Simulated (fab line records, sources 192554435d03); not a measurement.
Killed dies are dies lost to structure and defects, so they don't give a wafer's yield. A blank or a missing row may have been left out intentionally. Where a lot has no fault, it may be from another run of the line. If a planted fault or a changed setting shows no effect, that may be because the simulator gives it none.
Matching of chambers -- flow n5_finfet -- pecvd-02 running N5_GATE_CUT_HM_DEP_46: 3 sister chambers
The step deposits SiO2 from TEOS/O2, target thk 130 nm, time 26.6 s. 20 wafers are shown with their chamber, then 10 later ones without.

## WAFERS WITH THEIR CHAMBER
wafer,chamber,throttle_valve_pct (%),showerhead_plenum_p_Torr (Torr),heater_power_w (W)
L076.1,1,20.3,8.40,499
L076.2,0,19.8,8.31,598
L076.4,0,19.4,8.29,586
L077.2,2,17.4,8.39,700
L077.5,0,19.7,8.30,586
L077.6,1,20.3,8.40,525
L080.1,0,19.7,8.29,446
L080.2,2,17.7,8.38,683
L080.3,1,20.0,8.40,441
L080.4,1,20.0,8.40,444
L080.5,2,17.6,8.38,666
L080.6,0,19.7,8.29,457
L087.1,2,17.7,8.36,585
L087.4,2,17.9,8.39,611
L087.6,1,20.2,8.39,456
L089.1,0,19.5,8.30,542
L089.2,2,18.0,8.37,693
L089.3,2,17.7,8.38,692
L089.4,0,19.6,8.30,541
L089.5,0,19.6,8.30,543

SIGNATURES (means of the wafers above)
reading,chamber 0,chamber 1,chamber 2,scatter within a chamber
throttle_valve_pct,19.625,20.160,17.714,0.16
showerhead_plenum_p_Torr,8.2975,8.3980,8.3786,0.0081
heater_power_w,537.38,473.00,661.43,49.2
Rule: a wafer lies at a distance from a chamber equal to the root of the sum of squares, over the readings, of (its reading less the chamber's mean, divided by the reading's scatter). If the next closest chamber is less than 2 further off than the closest, the wafer can't be placed; otherwise it belongs to the closest. The scatter is the square root of a quotient: the sum, over the shown wafers, of each reading's squared deviation from its chamber's mean, divided by wafers minus chambers.

## WAFERS WHOSE CHAMBER IS MISSING
wafer,throttle_valve_pct (%),showerhead_plenum_p_Torr (Torr),heater_power_w (W)
L089.6,18.0,8.36,700
L090.2,19.3,8.28,507
L090.3,17.6,8.37,682
L090.6,17.6,8.37,693
L094.1,17.8,8.39,710
L094.2,20.2,8.41,536
L094.3,19.4,8.31,502
L097.1,17.9,8.38,639
L097.2,19.8,8.28,534
L097.5,19.5,8.30,537

## WHICH CHAMBER EACH ONE RAN IN
wafer,from the rows above,in truth
L089.6,2,2
L090.2,0,0
L090.3,2,2
L090.6,2,2
L094.1,2,2
L094.2,1,1
L094.3,0,0
L097.1,2,2
L097.2,0,0
L097.5,0,0
10 of 10 placed correctly. From these rows, 0 cannot be placed. Placed wrongly: 0.
